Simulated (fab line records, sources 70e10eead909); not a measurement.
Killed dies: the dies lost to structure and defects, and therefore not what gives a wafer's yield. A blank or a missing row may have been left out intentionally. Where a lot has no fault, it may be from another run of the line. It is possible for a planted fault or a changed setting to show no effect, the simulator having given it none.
fab line records | flow nandHarc
record: lots: 24 | wafers: 72 | lastDay: 33
route steps=1302 shown P_CONTACT@244 P_M0@275 P_M1@305
lots that met no fault: from a run of the same line without faults
startH: hours from the record's opening day to when the first of the lot's shown wafers began | waitH: hours since the lot's step before | " same as the row above | L1.1+2: several wafers, shown together as one row | - value missing, or start not given | * or withheld: withheld | < > ~ a bound
route shown NAME@n: names a module that has steps shown in the file, with the first one's number in the route | usual: mean and standard deviation over wafers with no fault | same: alike in all rows | chamber/n: place in a boat | sites: readings site by site | _std_site: the standard deviation of these | _edge_site: the outer-site mean with the inner-site mean subtracted | radiusMm: for every site, how far away it sits from the centre of the wafer | mask NAME#n: copy n | behind: tool/chamber where the wafer was last shaped | hold: reason for holding the lot/hours on hold/outcome of the hold | device: which transistor (n, p or np) failed to switch | end of line: the same wafers' tests at the end of the route | a step without rows: its recipe alone | killed: not the wafer's yield, but the dies lost to structure and defects at the first sort | map: a wafer's dies, marking killed ones x, the rest . and places with no die _
set.NAME: the setting the step ran with; set.NAME@STEP: the setting that earlier step ran with | model.NAME: the simulator's own value behind a step, which no gauge read
the route's steps for a sample of lots (tables are steps, rows are wafers)
services: the hour from which a tool's chamber was out of use, counted from the record's first day as startH (under 0 if before that day), plus the number of hours and why
== steps ==
step: NHARC_P_CONTACT_DEGAS_38
recipe: tempC: 300 | timeS: 60
usual: heaterPowerW: 443/33
lot.wafer | tool          | chamber | startH | waitH | heaterPowerW
L075.4    | pvdSputter-02 | -       | 122.02 | -     | 476
L075.1    | "             | -       | "      | "     | 487
L075.5    | "             | -       | "      | "     | 471
L074.1    | pvdSputter-01 | -       | 122.64 | -     | 483
L074.3    | "             | -       | "      | "     | 442
L074.6    | "             | -       | "      | "     | 437
L076.4    | pvdSputter-02 | -       | 136.41 | -     | 483
L076.1    | "             | -       | "      | "     | 475
L076.5    | "             | -       | "      | "     | 462
L077.3    | pvdSputter-03 | -       | 147.79 | -     | 402
L077.4    | "             | -       | "      | "     | 486
L077.6    | "             | -       | "      | "     | 405
L078.3    | pvdSputter-03 | -       | 156.05 | -     | 405
L078.2    | "             | -       | "      | "     | 476
L078.5    | "             | -       | "      | "     | 409
L079.1    | pvdSputter-01 | -       | 168.59 | -     | 484
L079.3    | "             | -       | "      | "     | 448
L079.6    | "             | -       | "      | "     | 468
L080.4    | pvdSputter-02 | -       | 177.91 | -     | 459
L080.1    | "             | -       | "      | "     | 483
L080.6    | "             | -       | "      | "     | 476
L081.2    | pvdSputter-01 | -       | 190.08 | -     | 457
L081.4    | "             | -       | "      | "     | 475
L081.6    | "             | -       | "      | "     | 454
L082.4    | pvdSputter-01 | -       | 205.12 | -     | 447
L082.3    | "             | -       | "      | "     | 437
L082.6    | "             | -       | "      | "     | 497
L083.3    | pvdSputter-01 | -       | 213.63 | -     | 482
L083.1    | "             | -       | "      | "     | 446
L083.5    | "             | -       | "      | "     | 479
L084.2    | pvdSputter-03 | -       | 223.16 | -     | 413
L084.4    | "             | -       | "      | "     | 405
L084.5    | "             | -       | "      | "     | 480
L085.2    | pvdSputter-03 | -       | 232.17 | -     | 397
L085.3    | "             | -       | "      | "     | 437
L085.1    | "             | -       | "      | "     | 421
L086.3    | pvdSputter-02 | -       | 234.64 | -     | 472
L086.2    | "             | -       | "      | "     | 426
L086.6    | "             | -       | "      | "     | 475
L087.4    | pvdSputter-01 | -       | 266.35 | -     | 432
L087.3    | "             | -       | "      | "     | 373
L087.6    | "             | -       | "      | "     | 444
L089.1    | pvdSputter-03 | -       | 267.04 | -     | 474
L089.4    | "             | -       | "      | "     | 430
L089.6    | "             | -       | "      | "     | 413
L088.4    | pvdSputter-01 | -       | 269.32 | -     | 470
L088.1    | "             | -       | "      | "     | 442
L088.5    | "             | -       | "      | "     | 443
L090.1    | pvdSputter-02 | -       | 280.73 | -     | 473
L090.6    | "             | -       | "      | "     | 456
L090.5    | "             | -       | "      | "     | 468
L091.3    | pvdSputter-01 | -       | 284.75 | -     | 450
L091.2    | "             | -       | "      | "     | 450
L091.6    | "             | -       | "      | "     | 370
L092.4    | pvdSputter-02 | -       | 302.92 | -     | 442
L092.5    | "             | -       | "      | "     | 444
L092.6    | "             | -       | "      | "     | 473
L093.4    | pvdSputter-01 | -       | 307.06 | -     | 438
L093.3    | "             | -       | "      | "     | 374
L093.6    | "             | -       | "      | "     | 443
L094.4    | pvdSputter-01 | -       | 318.86 | -     | 379
L094.2    | "             | -       | "      | "     | 449
L094.1    | "             | -       | "      | "     | 433
L095.3    | pvdSputter-01 | -       | 326.98 | -     | 376
L095.2    | "             | -       | "      | "     | 465
L095.6    | "             | -       | "      | "     | 382
L096.4    | pvdSputter-02 | -       | 340.10 | -     | 449
L096.2    | "             | -       | "      | "     | 406
L096.5    | "             | -       | "      | "     | 440
L097.2    | pvdSputter-03 | -       | 343.68 | -     | 485
L097.4    | "             | -       | "      | "     | 427
L097.5    | "             | -       | "      | "     | 485
step: NHARC_P_M0_PVD_21
recipe: targetThkA: 300 | chamberPressurePa: 5 | powerW: 5000 | substrateTempC: 30 | timeS: 20.49 | material: Cu
usual: substrateTempC: 30.00/0.11 | throttleValvePct: 29.9/1.2
lot.wafer | tool          | chamber | startH | waitH | substrateTempC | throttleValvePct
L075.1    | pvdSputter-01 | -       | -      | -     | 29.96          | 30.4
L075.4    | "             | -       | "      | "     | 29.98          | 28.3
L075.5    | "             | -       | "      | "     | 30.03          | 27.3
L074.3    | pvdSputter-03 | -       | -      | -     | 30.06          | 29.8
L074.1    | "             | -       | "      | "     | 29.90          | 29.1
L074.6    | "             | -       | "      | "     | 30.17          | 30.4
L076.1    | pvdSputter-01 | -       | -      | -     | 30.02          | 30.8
L076.4    | "             | -       | "      | "     | 30.23          | 27.0
L076.5    | "             | -       | "      | "     | 30.04          | 28.3
L077.4    | pvdSputter-01 | -       | -      | -     | 29.92          | 27.2
L077.3    | "             | -       | "      | "     | 30.03          | 31.0
L077.6    | "             | -       | "      | "     | 29.84          | 27.2
L078.2    | pvdSputter-03 | -       | -      | -     | 29.86          | 29.2
L078.3    | "             | -       | "      | "     | 29.98          | 29.9
L078.5    | "             | -       | "      | "     | 30.04          | 29.0
L079.1    | pvdSputter-02 | -       | -      | -     | 30.27          | 32.0
L079.3    | "             | -       | "      | "     | 30.19          | 30.3
L079.6    | "             | -       | "      | "     | 30.12          | 30.2
L080.4    | pvdSputter-01 | -       | -      | -     | 29.74          | 28.6
L080.1    | "             | -       | "      | "     | 29.87          | 31.1
L080.6    | "             | -       | "      | "     | 29.92          | 28.4
L081.4    | pvdSputter-01 | -       | -      | -     | 29.87          | 28.6
L081.2    | "             | -       | "      | "     | 30.03          | 30.9
L081.6    | "             | -       | "      | "     | 30.07          | 30.1
L082.3    | pvdSputter-03 | -       | -      | -     | 29.95          | 30.7
L082.4    | "             | -       | "      | "     | 30.03          | 30.3
L082.6    | "             | -       | "      | "     | 30.05          | 30.6
L083.3    | pvdSputter-03 | -       | -      | -     | 30.05          | 31.1
L083.1    | "             | -       | "      | "     | 29.93          | 30.4
L083.5    | "             | -       | "      | "     | 29.95          | 30.8
L084.2    | pvdSputter-03 | -       | -      | -     | 29.78          | 30.1
L084.4    | "             | -       | "      | "     | 30.12          | 30.4
L084.5    | "             | -       | "      | "     | 30.01          | 30.3
L085.1    | pvdSputter-03 | -       | -      | -     | 30.07          | 30.3
L085.3    | "             | -       | "      | "     | 29.95          | 29.9
L085.2    | "             | -       | "      | "     | 29.85          | 30.2
L086.2    | pvdSputter-01 | -       | -      | -     | 30.01          | 30.6
L086.3    | "             | -       | "      | "     | 29.99          | 28.0
L086.6    | "             | -       | "      | "     | 29.97          | 28.3
L087.3    | pvdSputter-02 | -       | -      | -     | 29.96          | 30.0
L087.4    | "             | -       | "      | "     | 30.08          | 31.8
L087.6    | "             | -       | "      | "     | 30.03          | 29.8
L089.1    | pvdSputter-01 | -       | -      | -     | 30.20          | 28.0
L089.4    | "             | -       | "      | "     | 30.19          | 28.4
L089.6    | "             | -       | "      | "     | 29.98          | 30.1
L088.4    | pvdSputter-02 | -       | -      | -     | 30.02          | 30.2
L088.1    | "             | -       | "      | "     | 30.13          | 31.9
L088.5    | "             | -       | "      | "     | 30.08          | 30.4
L090.1    | pvdSputter-03 | -       | -      | -     | 30.05          | 29.8
L090.5    | "             | -       | "      | "     | 29.94          | 30.4
L090.6    | "             | -       | "      | "     | 29.87          | 30.5
L091.3    | pvdSputter-01 | -       | -      | -     | 29.88          | 30.9
L091.2    | "             | -       | "      | "     | 30.09          | 28.1
L091.6    | "             | -       | "      | "     | 29.75          | 30.5
L092.4    | pvdSputter-02 | -       | -      | -     | 30.21          | 29.6
L092.6    | "             | -       | "      | "     | 29.73          | 31.6
L092.5    | "             | -       | "      | "     | 29.90          | 31.3
L093.3    | pvdSputter-01 | -       | -      | -     | 30.20          | 30.2
L093.4    | "             | -       | "      | "     | 29.97          | 28.0
L093.6    | "             | -       | "      | "     | 30.15          | 30.1
L094.1    | pvdSputter-01 | -       | 322.56 | -     | 30.07          | 28.3
L094.2    | "             | -       | "      | "     | 29.92          | 28.0
L094.4    | "             | -       | "      | "     | 29.92          | 30.5
L095.2    | pvdSputter-02 | -       | -      | -     | 29.99          | 30.7
L095.3    | "             | -       | "      | "     | 30.01          | 30.2
L095.6    | "             | -       | "      | "     | 30.02          | 31.6
L096.2    | pvdSputter-01 | -       | -      | -     | 29.80          | 30.8
L096.4    | "             | -       | "      | "     | 29.98          | 30.2
L096.5    | "             | -       | "      | "     | 29.97          | 28.1
L097.2    | pvdSputter-03 | -       | -      | -     | 30.09          | 30.0
L097.4    | "             | -       | "      | "     | 30.13          | 30.9
L097.5    | "             | -       | "      | "     | 30.01          | 30.0
step: NHARC_P_M0_PRE_CLEAN_31
recipe: timeS: 12 | tempC: 370 | rfPowerW: 300 | gas: NH3
usual: heaterPowerW: 613/73 | rfFwdPowerW: 292.5/0.86
lot.wafer | tool     | chamber | startH | waitH | heaterPowerW | rfFwdPowerW
L075.1    | pecvd-04 | 1       | 127.16 | 0.1   | 711          | 292.6
L075.5    | "        | 1       | "      | "     | 701          | 293.1
L075.4    | "        | 2       | "      | "     | 712          | 292.4
L074.1    | pecvd-01 | 2       | 127.79 | 0.1   | 702          | 293.6
L074.3    | "        | 1       | "      | "     | 558          | 293.9
L074.6    | "        | 1       | "      | "     | 579          | 292.5
L076.1    | pecvd-04 | 1       | 141.41 | 0.1   | 670          | 292.6
L076.5    | "        | 0       | "      | "     | 718          | 291.5
L076.4    | "        | 1       | "      | "     | 678          | 291.1
L077.3    | pecvd-02 | 0       | 153.25 | 0.4   | 524          | 292.5
L077.4    | "        | 0       | "      | "     | 519          | 292.1
L077.6    | "        | 1       | "      | "     | 714          | 291.3
L078.3    | pecvd-01 | 1       | 161.06 | 0.1   | 620          | 292.0
L078.2    | "        | 0       | "      | "     | 581          | 291.4
L078.5    | "        | 1       | "      | "     | 620          | 292.5
L079.1    | pecvd-01 | 2       | 173.85 | 0.1   | 586          | 291.6
L079.3    | "        | 0       | "      | "     | 633          | 292.6
L079.6    | "        | 1       | "      | "     | 583          | 293.6
L080.1    | pecvd-02 | 0       | 182.93 | 0.1   | 477          | 291.8
L080.6    | "        | 1       | "      | "     | 645          | 291.2
L080.4    | "        | 2       | "      | "     | 521          | 292.9
L081.2    | pecvd-02 | 1       | 195.40 | 0.1   | 640          | 291.4
L081.4    | "        | 1       | "      | "     | 650          | 292.8
L081.6    | "        | 2       | "      | "     | 549          | 294.1
L082.3    | pecvd-04 | 0       | 210.30 | 0.1   | 749          | 291.8
L082.4    | "        | 2       | "      | "     | 630          | 293.9
L082.6    | "        | 1       | "      | "     | 787          | 292.8
L083.1    | pecvd-02 | 0       | 218.67 | 0.1   | 539          | 292.8
L083.3    | "        | 2       | "      | "     | 559          | 293.9
L083.5    | "        | 1       | "      | "     | 589          | 292.7
L084.2    | pecvd-01 | 1       | 228.42 | 0.1   | 593          | 292.4
L084.4    | "        | 0       | "      | "     | 639          | 291.6
L084.5    | "        | 2       | "      | "     | 570          | 292.1
L085.1    | pecvd-01 | 2       | 237.57 | 0.1   | 640          | 291.5
L085.2    | "        | 0       | "      | "     | 638          | 292.8
L085.3    | "        | 1       | "      | "     | 614          | 293.1
L086.2    | pecvd-04 | 1       | 239.78 | 0.1   | 785          | 292.9
L086.3    | "        | 2       | "      | "     | 686          | 291.4
L086.6    | "        | 0       | "      | "     | 713          | 291.0
L087.3    | pecvd-01 | 2       | 271.54 | 0.1   | 685          | 291.8
L087.6    | "        | 1       | "      | "     | 588          | 291.7
L087.4    | "        | 0       | "      | "     | 670          | 292.7
L089.1    | pecvd-01 | 1       | 272.17 | 0.1   | 542          | 293.2
L089.4    | "        | 2       | "      | "     | 555          | 291.6
L089.6    | "        | 1       | "      | "     | 554          | 291.8
L088.1    | pecvd-02 | 1       | 274.61 | 0.1   | 596          | 292.9
L088.5    | "        | 1       | "      | "     | 603          | 292.2
L088.4    | "        | 2       | "      | "     | 580          | 292.9
L090.1    | pecvd-02 | 2       | 286.32 | 0.1   | 576          | 291.4
L090.6    | "        | 2       | "      | "     | 566          | 293.1
L090.5    | "        | 0       | "      | "     | 467          | 293.5
L091.3    | pecvd-04 | 1       | 289.92 | 0.1   | 650          | 292.7
L091.2    | "        | 2       | "      | "     | 595          | 292.2
L091.6    | "        | 1       | "      | "     | 654          | 294.4
L092.6    | pecvd-04 | 2       | 308.26 | 0.1   | 703          | 293.3
L092.4    | "        | 0       | "      | "     | 674          | 291.8
L092.5    | "        | 1       | "      | "     | 711          | 293.7
L093.3    | pecvd-02 | 2       | 312.21 | 0.1   | 590          | 292.3
L093.6    | "        | 2       | "      | "     | 581          | 292.9
L093.4    | "        | 0       | "      | "     | 512          | 291.9
L094.2    | pecvd-02 | 0       | 324.17 | 0.3   | 437          | 292.5
L094.1    | "        | 1       | "      | "     | 596          | 293.0
L094.4    | "        | 1       | "      | "     | 584          | 293.1
L095.2    | pecvd-01 | 0       | 332.10 | 0.1   | 609          | 291.3
L095.3    | "        | 2       | "      | "     | 652          | 293.3
L095.6    | "        | 1       | "      | "     | 540          | 293.1
L096.2    | pecvd-02 | 1       | 345.96 | 0.1   | 568          | 292.7
L096.4    | "        | 2       | "      | "     | 576          | 292.8
L096.5    | "        | 0       | "      | "     | 510          | 292.7
L097.2    | pecvd-01 | 2       | 349.17 | 0.1   | 602          | 292.3
L097.5    | "        | 2       | "      | "     | 599          | 292.3
L097.4    | "        | 1       | "      | "     | 593          | 293.1
step: NHARC_P_M1_DEGAS_29
recipe: tempC: 250 | timeS: 60
usual: heaterPowerW: 319/24
lot.wafer | tool          | chamber | startH | waitH | heaterPowerW
L075.4    | pvdSputter-03 | -       | 129.56 | -     | 348
L075.1    | "             | -       | "      | "     | 285
L075.5    | "             | -       | "      | "     | 295
L074.1    | pvdSputter-01 | -       | 130.35 | -     | 320
L074.3    | "             | -       | "      | "     | 350
L074.6    | "             | -       | "      | "     | 319
L076.4    | pvdSputter-01 | -       | 143.94 | -     | 324
L076.1    | "             | -       | "      | "     | 342
L076.5    | "             | -       | "      | "     | 349
L077.3    | pvdSputter-02 | -       | 155.79 | -     | 307
L077.4    | "             | -       | "      | "     | 329
L077.6    | "             | -       | "      | "     | 336
L078.3    | pvdSputter-01 | -       | 163.47 | -     | 319
L078.2    | "             | -       | "      | "     | 320
L078.5    | "             | -       | "      | "     | 345
L079.1    | pvdSputter-02 | -       | 176.39 | -     | 308
L079.3    | "             | -       | "      | "     | 346
L079.6    | "             | -       | "      | "     | 305
L080.4    | pvdSputter-03 | -       | 185.91 | -     | 286
L080.1    | "             | -       | "      | "     | 303
L080.6    | "             | -       | "      | "     | 289
L081.4    | pvdSputter-02 | -       | 197.95 | -     | 305
L081.2    | "             | -       | "      | "     | 334
L081.6    | "             | -       | "      | "     | 293
L082.4    | pvdSputter-02 | -       | 212.80 | -     | 347
L082.3    | "             | -       | "      | "     | 323
L082.6    | "             | -       | "      | "     | 339
L083.1    | pvdSputter-01 | -       | 221.27 | -     | 321
L083.3    | "             | -       | "      | "     | 344
L083.5    | "             | -       | "      | "     | 312
L084.2    | pvdSputter-02 | -       | 230.99 | -     | 309
L084.4    | "             | -       | "      | "     | 337
L084.5    | "             | -       | "      | "     | 345
L085.3    | pvdSputter-01 | -       | 240.28 | -     | 342
L085.1    | "             | -       | "      | "     | 312
L085.2    | "             | -       | "      | "     | 268
L086.2    | pvdSputter-03 | -       | 242.35 | -     | 313
L086.3    | "             | -       | "      | "     | 302
L086.6    | "             | -       | "      | "     | 312
L087.3    | pvdSputter-03 | -       | 274.06 | -     | 291
L087.4    | "             | -       | "      | "     | 303
L087.6    | "             | -       | "      | "     | 352
L089.4    | pvdSputter-02 | -       | 274.63 | -     | 340
L089.1    | "             | -       | "      | "     | 344
L089.6    | "             | -       | "      | "     | 338
L088.4    | pvdSputter-02 | -       | 277.03 | -     | 333
L088.1    | "             | -       | "      | "     | 296
L088.5    | "             | -       | "      | "     | 330
L090.1    | pvdSputter-03 | -       | 288.73 | -     | 290
L090.6    | "             | -       | "      | "     | 344
L090.5    | "             | -       | "      | "     | 279
L091.2    | pvdSputter-02 | -       | 292.31 | -     | 325
L091.3    | "             | -       | "      | "     | 339
L091.6    | "             | -       | "      | "     | 325
L092.4    | pvdSputter-03 | -       | 310.76 | -     | 311
L092.5    | "             | -       | "      | "     | 288
L092.6    | "             | -       | "      | "     | 346
L093.4    | pvdSputter-02 | -       | 314.71 | -     | 293
L093.3    | "             | -       | "      | "     | 343
L093.6    | "             | -       | "      | "     | 339
L094.4    | pvdSputter-02 | -       | 326.67 | -     | 337
L094.1    | "             | -       | "      | "     | 327
L094.2    | "             | -       | "      | "     | 291
L095.2    | pvdSputter-01 | -       | 334.63 | -     | 328
L095.3    | "             | -       | "      | "     | 311
L095.6    | "             | -       | "      | "     | 271
L096.4    | pvdSputter-02 | -       | 348.57 | -     | 340
L096.2    | "             | -       | "      | "     | 335
L096.5    | "             | -       | "      | "     | 330
L097.4    | pvdSputter-01 | -       | 351.70 | -     | 318
L097.2    | "             | -       | "      | "     | 272
L097.5    | "             | -       | "      | "     | 264
step: NHARC_P_M1_PRE_CLEAN_30
recipe: timeS: 30 | tempC: 280 | gas: H2/He
usual: heaterPowerW: 391/30
lot.wafer | tool          | chamber | startH | waitH | heaterPowerW
L075.1    | pvdSputter-03 | -       | -      | -     | 365
L075.4    | "             | -       | "      | "     | 342
L075.5    | "             | -       | "      | "     | 416
L074.3    | pvdSputter-01 | -       | -      | -     | 338
L074.1    | "             | -       | "      | "     | 427
L074.6    | "             | -       | "      | "     | 393
L076.4    | pvdSputter-01 | -       | -      | -     | 339
L076.1    | "             | -       | "      | "     | 390
L076.5    | "             | -       | "      | "     | 413
L077.4    | pvdSputter-02 | -       | -      | -     | 412
L077.3    | "             | -       | "      | "     | 416
L077.6    | "             | -       | "      | "     | 424
L078.3    | pvdSputter-01 | -       | -      | -     | 427
L078.2    | "             | -       | "      | "     | 387
L078.5    | "             | -       | "      | "     | 385
L079.3    | pvdSputter-02 | -       | -      | -     | 414
L079.1    | "             | -       | "      | "     | 429
L079.6    | "             | -       | "      | "     | 420
L080.4    | pvdSputter-03 | -       | -      | -     | 411
L080.1    | "             | -       | "      | "     | 377
L080.6    | "             | -       | "      | "     | 357
L081.4    | pvdSputter-02 | -       | -      | -     | 416
L081.2    | "             | -       | "      | "     | 381
L081.6    | "             | -       | "      | "     | 427
L082.4    | pvdSputter-02 | -       | -      | -     | 405
L082.3    | "             | -       | "      | "     | 423
L082.6    | "             | -       | "      | "     | 410
L083.1    | pvdSputter-01 | -       | -      | -     | 398
L083.3    | "             | -       | "      | "     | 390
L083.5    | "             | -       | "      | "     | 432
L084.2    | pvdSputter-02 | -       | -      | -     | 427
L084.4    | "             | -       | "      | "     | 430
L084.5    | "             | -       | "      | "     | 407
L085.2    | pvdSputter-01 | -       | -      | -     | 337
L085.1    | "             | -       | "      | "     | 403
L085.3    | "             | -       | "      | "     | 382
L086.3    | pvdSputter-03 | -       | -      | -     | 422
L086.2    | "             | -       | "      | "     | 370
L086.6    | "             | -       | "      | "     | 366
L087.3    | pvdSputter-03 | -       | -      | -     | 432
L087.4    | "             | -       | "      | "     | 375
L087.6    | "             | -       | "      | "     | 421
L089.4    | pvdSputter-02 | -       | -      | -     | 421
L089.1    | "             | -       | "      | "     | 429
L089.6    | "             | -       | "      | "     | 378
L088.4    | pvdSputter-02 | -       | -      | -     | 400
L088.1    | "             | -       | "      | "     | 433
L088.5    | "             | -       | "      | "     | 416
L090.1    | pvdSputter-03 | -       | -      | -     | 427
L090.6    | "             | -       | "      | "     | 359
L090.5    | "             | -       | "      | "     | 416
L091.3    | pvdSputter-02 | -       | -      | -     | 398
L091.2    | "             | -       | "      | "     | 419
L091.6    | "             | -       | "      | "     | 421
L092.4    | pvdSputter-03 | -       | -      | -     | 430
L092.6    | "             | -       | "      | "     | 376
L092.5    | "             | -       | "      | "     | 369
L093.3    | pvdSputter-02 | -       | -      | -     | 357
L093.4    | "             | -       | "      | "     | 409
L093.6    | "             | -       | "      | "     | 412
L094.1    | pvdSputter-02 | -       | -      | -     | 386
L094.2    | "             | -       | "      | "     | 419
L094.4    | "             | -       | "      | "     | 360
L095.3    | pvdSputter-01 | -       | -      | -     | 322
L095.2    | "             | -       | "      | "     | 417
L095.6    | "             | -       | "      | "     | 330
L096.2    | pvdSputter-02 | -       | -      | -     | 361
L096.4    | "             | -       | "      | "     | 413
L096.5    | "             | -       | "      | "     | 353
L097.4    | pvdSputter-01 | -       | -      | -     | 328
L097.2    | "             | -       | "      | "     | 403
L097.5    | "             | -       | "      | "     | 390
step: NHARC_P_M1_PVD_20
recipe: targetThkA: 50 | biasV: 168.6 | powerW: 15000 | chamberPressurePa: 0.12 | timeS: 8.06 | substrateTempC: 50 | material: TaN
usual: substrateTempC: 50.01/0.11 | throttleValvePct: 30.2/1.2
lot.wafer | tool          | chamber | startH | waitH | substrateTempC | throttleValvePct
L075.4    | pvdSputter-03 | -       | -      | -     | 50.17          | 28.9
L075.1    | "             | -       | "      | "     | 49.97          | 30.2
L075.5    | "             | -       | "      | "     | 49.94          | 30.1
L074.3    | pvdSputter-01 | -       | -      | -     | 50.19          | 30.7
L074.1    | "             | -       | "      | "     | 49.90          | 27.0
L074.6    | "             | -       | "      | "     | 49.97          | 27.4
L076.4    | pvdSputter-01 | -       | -      | -     | 49.86          | 27.0
L076.1    | "             | -       | "      | "     | 50.26          | 30.9
L076.5    | "             | -       | "      | "     | 49.73          | 27.4
L077.3    | pvdSputter-02 | -       | -      | -     | 50.08          | 31.6
L077.4    | "             | -       | "      | "     | 49.87          | 30.2
L077.6    | "             | -       | "      | "     | 50.18          | 31.4
L078.3    | pvdSputter-01 | -       | -      | -     | 50.08          | 30.2
L078.2    | "             | -       | "      | "     | 50.06          | 30.8
L078.5    | "             | -       | "      | "     | 49.96          | 30.1
L079.1    | pvdSputter-02 | -       | -      | -     | 50.01          | 30.1
L079.3    | "             | -       | "      | "     | 50.07          | 31.6
L079.6    | "             | -       | "      | "     | 49.80          | 31.5
L080.1    | pvdSputter-03 | -       | -      | -     | 50.11          | 30.1
L080.4    | "             | -       | "      | "     | 49.85          | 29.8
L080.6    | "             | -       | "      | "     | 50.07          | 29.9
L081.2    | pvdSputter-02 | -       | -      | -     | 49.90          | 31.9
L081.4    | "             | -       | "      | "     | 49.93          | 32.0
L081.6    | "             | -       | "      | "     | 49.96          | 30.1
L082.3    | pvdSputter-02 | -       | -      | -     | 50.00          | 30.1
L082.4    | "             | -       | "      | "     | 50.01          | 30.5
L082.6    | "             | -       | "      | "     | 50.08          | 30.2
L083.3    | pvdSputter-01 | -       | -      | -     | 49.95          | 28.6
L083.1    | "             | -       | "      | "     | 50.16          | 30.6
L083.5    | "             | -       | "      | "     | 49.81          | 28.1
L084.4    | pvdSputter-02 | -       | -      | -     | 49.98          | 30.3
L084.2    | "             | -       | "      | "     | 50.01          | 30.2
L084.5    | "             | -       | "      | "     | 50.02          | 30.3
L085.3    | pvdSputter-01 | -       | -      | -     | 50.03          | 27.8
L085.1    | "             | -       | "      | "     | 50.07          | 30.7
L085.2    | "             | -       | "      | "     | 50.14          | 30.5
L086.2    | pvdSputter-03 | -       | -      | -     | 50.11          | 30.2
L086.3    | "             | -       | "      | "     | 50.18          | 30.6
L086.6    | "             | -       | "      | "     | 49.98          | 30.7
L087.3    | pvdSputter-03 | -       | -      | -     | 49.99          | 30.6
L087.4    | "             | -       | "      | "     | 49.89          | 30.3
L087.6    | "             | -       | "      | "     | 49.88          | 30.7
L089.1    | pvdSputter-02 | -       | -      | -     | 50.00          | 29.9
L089.4    | "             | -       | "      | "     | 50.08          | 29.9
L089.6    | "             | -       | "      | "     | 49.94          | 32.2
L088.4    | pvdSputter-02 | -       | -      | -     | 49.86          | 30.3
L088.1    | "             | -       | "      | "     | 49.89          | 30.1
L088.5    | "             | -       | "      | "     | 49.88          | 30.3
L090.1    | pvdSputter-03 | -       | -      | -     | 50.16          | 30.0
L090.6    | "             | -       | "      | "     | 49.95          | 30.0
L090.5    | "             | -       | "      | "     | 50.13          | 30.6
L091.3    | pvdSputter-02 | -       | -      | -     | 49.91          | 31.8
L091.2    | "             | -       | "      | "     | 49.95          | 30.7
L091.6    | "             | -       | "      | "     | 50.02          | 30.1
L092.4    | pvdSputter-03 | -       | -      | -     | 49.86          | 29.9
L092.5    | "             | -       | "      | "     | 50.12          | 30.2
L092.6    | "             | -       | "      | "     | 50.12          | 30.0
L093.3    | pvdSputter-02 | -       | -      | -     | 49.96          | 30.0
L093.4    | "             | -       | "      | "     | 49.99          | 31.3
L093.6    | "             | -       | "      | "     | 49.92          | 31.5
L094.2    | pvdSputter-02 | -       | -      | -     | 50.04          | 31.2
L094.4    | "             | -       | "      | "     | 50.05          | 30.4
L094.1    | "             | -       | "      | "     | 49.86          | 30.1
L095.3    | pvdSputter-01 | -       | -      | -     | 50.00          | 28.3
L095.2    | "             | -       | "      | "     | 49.88          | 28.1
L095.6    | "             | -       | "      | "     | 50.09          | 28.4
L096.4    | pvdSputter-02 | -       | -      | -     | 49.96          | 31.8
L096.2    | "             | -       | "      | "     | 50.05          | 30.5
L096.5    | "             | -       | "      | "     | 50.05          | 31.6
L097.4    | pvdSputter-01 | -       | -      | -     | 49.95          | 30.9
L097.2    | "             | -       | "      | "     | 49.99          | 28.5
L097.5    | "             | -       | "      | "     | 49.97          | 30.0
== services ==
tool          | chamber | startH | hours | kind
pvdSputter-02 | -       | 104.00 | 10.0  | pm
pecvd-01      | -       | 130.85 | 13.0  | pm
pecvd-01      | 0       | 130.85 | 13.0  | ventCycle
pecvd-01      | 1       | 130.85 | 13.0  | ventCycle
pecvd-01      | 2       | 130.85 | 13.0  | ventCycle
pvdSputter-02 | -       | 138.97 | 1.7   | repair
pecvd-01      | 0       | 143.85 | -     | clean
pvdSputter-03 | -       | 170.00 | 10.0  | pm
pvdSputter-01 | -       | 170.39 | 7.5   | repair
pecvd-02      | -       | 180.46 | 1.0   | repair
pecvd-01      | 1       | 185.57 | 14.4  | repair
pecvd-02      | -       | 200.81 | 1.3   | repair
pecvd-04      | -       | 217.67 | 0.6   | repair
pvdSputter-01 | -       | 226.02 | 10.0  | pm
pecvd-02      | -       | 227.32 | 13.0  | pm
pvdSputter-02 | -       | 237.16 | 14.7  | repair
pecvd-04      | -       | 269.00 | 13.0  | pm
pecvd-02      | -       | 277.12 | 0.7   | repair
pvdSputter-02 | -       | 282.00 | 10.0  | pm
pvdSputter-03 | -       | 304.34 | 2.8   | repair
pecvd-01      | -       | 311.85 | 13.0  | pm
pecvd-04      | -       | 321.97 | 77.1  | repair
pvdSputter-02 | -       | 332.00 | 7.5   | repair
pvdSputter-03 | -       | 348.00 | 10.0  | pm
== key ==
fault none
